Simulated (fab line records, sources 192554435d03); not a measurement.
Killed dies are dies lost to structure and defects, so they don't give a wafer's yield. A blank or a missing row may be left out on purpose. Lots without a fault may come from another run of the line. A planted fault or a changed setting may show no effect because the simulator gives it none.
Split-lot experiment | flow n5_finfet | 7 lots, 39 wafers read, on a route of 1938 steps

THE SPLIT
At N5_DUMMY_GATE_HM_DEP_06 (deposits SiNx from DCS/NH3, target thk 80 nm, time 5141 s), the setting target_thk_a was moved away from the recipe's 800 angstrom on 24 of the 39 wafers read, by -52.1% to +34.4%. The other wafers ran this setting at the recipe's value.

The reading is taken at the split's own step.

THE READING
SiNx_of_DUMMY_GATE_HM_DEP_06.thk_nm (the simulator's own value, which no gauge read), in nm, at N5_DUMMY_GATE_HM_DEP_06 (deposits SiNx from DCS/NH3, target thk 80 nm, time 5141 s). The file gives no usual value for it. The 15 wafers here that ran the recipe average 80.0 nm, standard deviation 0.47 nm.

wafer  | tool, chamber at the split | target_thk_a as run, angstrom | against the recipe | SiNx_of_DUMMY_GATE_HM_DEP_06.thk_nm, nm | against lot-mates on the recipe
L075.1 | -, -                       | 383.4                         | -52.1%             | 39.6                                    | no lot-mate on the recipe
L075.3 | -, -                       | 383.4                         | -52.1%             | 39.6                                    | no lot-mate on the recipe
L075.2 | -, -                       | 383.4                         | -52.1%             | 38.4                                    | no lot-mate on the recipe
L075.4 | -, -                       | 383.4                         | -52.1%             | 40                                      | no lot-mate on the recipe
L075.5 | -, -                       | 383.4                         | -52.1%             | 39.2                                    | no lot-mate on the recipe
L075.6 | -, -                       | 383.4                         | -52.1%             | 39.4                                    | no lot-mate on the recipe
L076.1 | -, -                       | 1046                          | +30.8%             | 104.6                                   | no lot-mate on the recipe
L076.2 | -, -                       | 1046                          | +30.8%             | 105                                     | no lot-mate on the recipe
L076.3 | -, -                       | 1046                          | +30.8%             | 104.4                                   | no lot-mate on the recipe
L076.4 | -, -                       | 1046                          | +30.8%             | 105.2                                   | no lot-mate on the recipe
L076.5 | -, -                       | 1046                          | +30.8%             | 104.8                                   | no lot-mate on the recipe
L076.6 | -, -                       | 1046                          | +30.8%             | 105.4                                   | no lot-mate on the recipe
L078.3 | lpcvd-01, 0/100,0/104      | 800                           | recipe             | 79.6                                    | -
L078.4 | lpcvd-01, 0/100,0/104      | 800                           | recipe             | 79.6                                    | -
L078.6 | lpcvd-01, 0/114            | 800                           | recipe             | 79.4                                    | -
L080.1 | -, -                       | 647.2                         | -19.1%             | 64.8                                    | no lot-mate on the recipe
L080.2 | -, -                       | 647.2                         | -19.1%             | 64.4                                    | no lot-mate on the recipe
L080.3 | -, -                       | 647.2                         | -19.1%             | 64.4                                    | no lot-mate on the recipe
L080.5 | -, -                       | 647.2                         | -19.1%             | 64.4                                    | no lot-mate on the recipe
L080.4 | -, -                       | 647.2                         | -19.1%             | 64.2                                    | no lot-mate on the recipe
L080.6 | -, -                       | 647.2                         | -19.1%             | 65.4                                    | no lot-mate on the recipe
L089.1 | -, -                       | 1075                          | +34.4%             | 107.4                                   | no lot-mate on the recipe
L089.2 | -, -                       | 1075                          | +34.4%             | 107.4                                   | no lot-mate on the recipe
L089.4 | -, -                       | 1075                          | +34.4%             | 107.4                                   | no lot-mate on the recipe
L089.5 | -, -                       | 1075                          | +34.4%             | 107.4                                   | no lot-mate on the recipe
L089.3 | -, -                       | 1075                          | +34.4%             | 106.4                                   | no lot-mate on the recipe
L089.6 | -, -                       | 1075                          | +34.4%             | 107                                     | no lot-mate on the recipe
L091.1 | -, -                       | 800                           | recipe             | 79.2                                    | -
L091.2 | -, -                       | 800                           | recipe             | 80.2                                    | -
L091.3 | -, -                       | 800                           | recipe             | 80                                      | -
L091.4 | -, -                       | 800                           | recipe             | 79.8                                    | -
L091.6 | -, -                       | 800                           | recipe             | 79.8                                    | -
L091.5 | -, -                       | 800                           | recipe             | 79.6                                    | -
L093.1 | -, -                       | 800                           | recipe             | 80.8                                    | -
L093.2 | -, -                       | 800                           | recipe             | 80.6                                    | -
L093.6 | -, -                       | 800                           | recipe             | 80.6                                    | -
L093.3 | -, -                       | 800                           | recipe             | 80                                      | -
L093.4 | -, -                       | 800                           | recipe             | 80.4                                    | -
L093.5 | -, -                       | 800                           | recipe             | 80.4                                    | -
Where a row lists several chambers, the file gives one row for several wafers and doesn't say which wafer went through which chamber.

THE FIT
A straight line over all 39 wafers: SiNx_of_DUMMY_GATE_HM_DEP_06.thk_nm changes by +0.79 nm for each +1% of target_thk_a; r = +1.00; the points scatter about the line by 0.54 nm.
Too few moved wafers have a lot-mate on the recipe to fit a line with each lot's own level taken away.

THE FILE'S OWN FIT
SiNx_of_DUMMY_GATE_HM_DEP_06.thk_nm changes by +0.79 nm for each +1% of target_thk_a, r = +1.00.
